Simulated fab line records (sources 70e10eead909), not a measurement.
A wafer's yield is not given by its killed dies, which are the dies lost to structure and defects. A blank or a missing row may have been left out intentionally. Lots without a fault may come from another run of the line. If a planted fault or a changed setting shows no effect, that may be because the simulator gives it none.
What tool caused it? | flow nand-harc | 33 wafers from 11 lots sampled at 5 of the route's 1302 steps

WHAT EACH GAUGE READ, for each wafer
NHARC_END_SORT_01.
lot  | measured     | on        | killed-at-array
L959 | day 24 19:16 | prober-01 | 67 63 62

TOOL THAT RAN EACH LOT (tool first, then ch and the chambers of the sampled wafers, then the start)
lot  | NHARC_A_SLIT_ETCH_29               | NHARC_A_SLIT_STRIP_18                         | NHARC_A_WL_FILL_STRIP_27             | NHARC_A_WL_FILL_ETCHBACK_26
L959 | rie-diel-05 ch 1,2,3, day 20 11:07 | rie-diel-05 ch 0,3, day 20 19:39 or earlier   | plasma-asher-01 ch 0,1, day 20 19:39 | rie-si-02 ch 1,2, day 21 10:44
L961 | rie-diel-12 ch 2,3, day 21 02:58   | rie-diel-12 ch 1,2,3, day 21 12:55 or earlier | plasma-asher-01 ch 0, day 21 12:55   | rie-si-02 ch 2,3, day 22 08:28
L964 | rie-diel-01 ch 0,2, day 21 20:41   | rie-diel-01 ch 0,2, day 22 05:32 or earlier   | plasma-asher-02 ch 0, day 22 05:32   | rie-si-02 ch 0,2,3, day 22 20:32
L967 | rie-diel-12 ch 1,2,3, day 22 17:48 | rie-diel-12 ch 0,2,3, day 23 02:29 or earlier | plasma-asher-01 ch 0,1, day 23 02:29 | rie-si-02 ch 1,2,3, day 23 20:56
L968 | rie-diel-05 ch 1,2, day 23 12:44   | rie-diel-05 ch 0,1, day 23 21:43 or earlier   | plasma-asher-01 ch 0,1, day 23 21:43 | rie-si-02 ch 0,2, day 24 12:57
L970 | rie-diel-12 ch 0,1,2, day 24 05:22 | rie-diel-12 ch 0,1,2, day 24 14:24 or earlier | plasma-asher-01 ch 0,1, day 24 14:24 | rie-si-01 ch 0,1,2, day 25 06:12
L975 | rie-diel-01 ch 1,2, day 25 19:14   | rie-diel-01 ch 0,1, day 26 03:08 or earlier   | plasma-asher-01 ch 0,1, day 26 03:08 | rie-si-06 ch 0,2,3, day 26 21:49
L979 | rie-diel-01 ch 0,2,3, day 28 14:49 | rie-diel-01 ch 0,3, day 29 00:08 or earlier   | plasma-asher-02 ch 0,1, day 29 00:08 | rie-si-01 ch 1,2,3, day 29 19:03
L981 | rie-diel-05 ch 2,3, day 28 19:04   | rie-diel-05 ch 0,1,2, day 29 04:02 or earlier | plasma-asher-02 ch 0,1, day 29 04:02 | rie-si-02 ch 1,2, day 29 19:02
L980 | rie-diel-12 ch 0,1,3, day 28 19:16 | rie-diel-12 ch 0,1,3, day 29 04:14 or earlier | plasma-asher-01 ch 0,1, day 29 04:14 | rie-si-02 ch 0,1,3, day 29 22:06
L982 | rie-diel-05 ch 0,1,3, day 29 12:29 | rie-diel-05 ch 0,1,2, day 29 21:22 or earlier | plasma-asher-01 ch 0,1, day 29 21:22 | rie-si-06 ch 0,2, day 30 12:56
- NHARC_A_SLIT_ETCH_29: etches the open film in CF4/O2, target depth 100 nm, overetch 10 nm, time 55 s.
- NHARC_A_SLIT_STRIP_18: strips in O2.
- NHARC_A_WL_FILL_STRIP_27: strips in N2/H2, time 20 s.
- NHARC_A_WL_FILL_ETCHBACK_26: etches the open film in HBr, target depth 52 nm, time 13.3 s.

THE ANSWER, worked out from the rows above alone
Rule: what is usual is taken from the lots themselves. Put in order of their means at a reading, lots are off if they are a third of the lots or fewer, leave a main group of 4 or more, and stand apart from it by a gap of 3 or more times the standard deviation of the main group's means; of several such gaps the widest counts. If all means in a main group match to the digits the tables above print for the reading, that group is not used. A lot without any number at a reading at which 4 lots or more have one is off too. Any other lot the step has rows for is counted as sound.
No lot is off on any of the readings shown, so nothing can be concluded from this.

WHAT THE SIMULATOR HAD PUT IN
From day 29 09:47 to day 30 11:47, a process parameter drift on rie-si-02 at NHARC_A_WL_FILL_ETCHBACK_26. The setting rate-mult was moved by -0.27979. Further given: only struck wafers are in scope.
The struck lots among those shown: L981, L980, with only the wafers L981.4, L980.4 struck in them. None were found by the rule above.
